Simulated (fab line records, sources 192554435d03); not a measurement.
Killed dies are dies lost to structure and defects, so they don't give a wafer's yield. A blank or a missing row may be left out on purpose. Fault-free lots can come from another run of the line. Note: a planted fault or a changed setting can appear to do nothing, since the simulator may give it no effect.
Chamber matching    flow n5-finfet    rie-diel-05 running N5_HKMG_FIN_STRIP_92: 4 sister chambers
The step strips SOC in N2/H2, time 20 s. 4 wafers are shown with their chamber, then 9 later ones without.

WAFERS WITH THEIR CHAMBER
wafer   chamber  drypump-motor-current-A (A)
L083.6  0        6.5
L089.1  3        5.5
L089.2  2        5.2
L089.3  1        5.2

WAFERS WITH NO CHAMBER GIVEN
wafer   drypump-motor-current-A (A)
L094.2  5.2
L094.3  6.4
L094.6  5.6
L092.4  5.6
L092.5  5.2
L092.6  6.4
L096.1  5.6
L096.3  5.1
L096.5  5.6

CHAMBER TAKEN BY EACH
wafer   from the rows above      in truth
L094.2  can't be placed: 1 or 2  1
L094.3  0                        0
L094.6  3                        3
L092.4  3                        3
L092.5  can't be placed: 1 or 2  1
L092.6  0                        0
L096.1  3                        3
L096.3  can't be placed: 1 or 2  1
L096.5  3                        3
6 of 9 placed correctly. Unplaceable from these rows: 3, with the true chamber sitting among the candidates in 3. 0 placed wrongly.
How it was worked out, from the rows above alone: a wafer's distance from a chamber is the root of the sum, over the readings, of the square of ((its reading less the chamber's mean) divided by the reading's scatter). The wafer belongs to the nearest chamber; if the next one is less than 2 further off, it can't be placed. A chamber's mean is the mean of its shown wafers. The scatter: root of mean squared gap, hidden wafer to nearest shown wafer, with one shown wafer a chamber.
